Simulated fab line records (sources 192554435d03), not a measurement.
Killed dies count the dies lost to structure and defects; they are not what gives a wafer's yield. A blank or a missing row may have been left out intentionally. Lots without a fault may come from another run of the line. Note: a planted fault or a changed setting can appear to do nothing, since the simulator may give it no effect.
Which tool was responsible? ; flow n5-finfet ; at 1 step of a route of 1938, 11 lots with 33 wafers sampled

WHAT THE GAUGES SHOWED, per wafer
N5_BEOL_M8_THK_MEAS_53: measures by xrf.
lot;measured;on;M8_THK (nm)
L075;day 9 15:23;film-metro-01;77.7 77.8 85.0
L077;day 10 00:18;film-metro-02;77.9 82.9 81.6
L079;day 10 14:58;film-metro-02;83.7 78.8 83.2
L082;day 11 05:08;film-metro-02;84.2 81.1 82.7
L083;day 11 14:31;film-metro-02;78.6 76.0 80.1
L086;day 12 03:24;film-metro-02;80.7 78.5 80.0
L087;day 12 14:14;film-metro-01;83.0 83.3 80.2
L089;day 12 21:05;film-metro-02;80.1 82.7 81.3
L091;day 13 21:08;film-metro-02;81.5 81.7 80.1
L094;day 14 10:02;film-metro-02;81.8 79.2 79.6
L097;day 15 01:00;film-metro-02;81.4 80.9 82.0

EACH LOT AND THE TOOL THAT RAN IT (in order: tool; ch and the chambers of the sampled wafers; start)
The record holds no process step before these readings.

THE ANSWER, worked out from the rows above alone
Rule: usual is defined by the lots themselves. Put in order of their means at a reading, lots are off if they are a third of the lots or fewer, leave a main group of 4 or more, and stand apart from it by a gap of 3 or more times the standard deviation of the main group's means; of several such gaps the widest counts. The tables above print the reading to a certain number of digits; a main group whose means all agree to those digits is not used. A lot without any number at a reading at which 4 lots or more have one is off too. Any other lot the step has rows for is counted as sound.
No lot is off at any reading shown: from this, nothing can be told.

WHAT HAD BEEN PUT IN BY THE SIMULATOR
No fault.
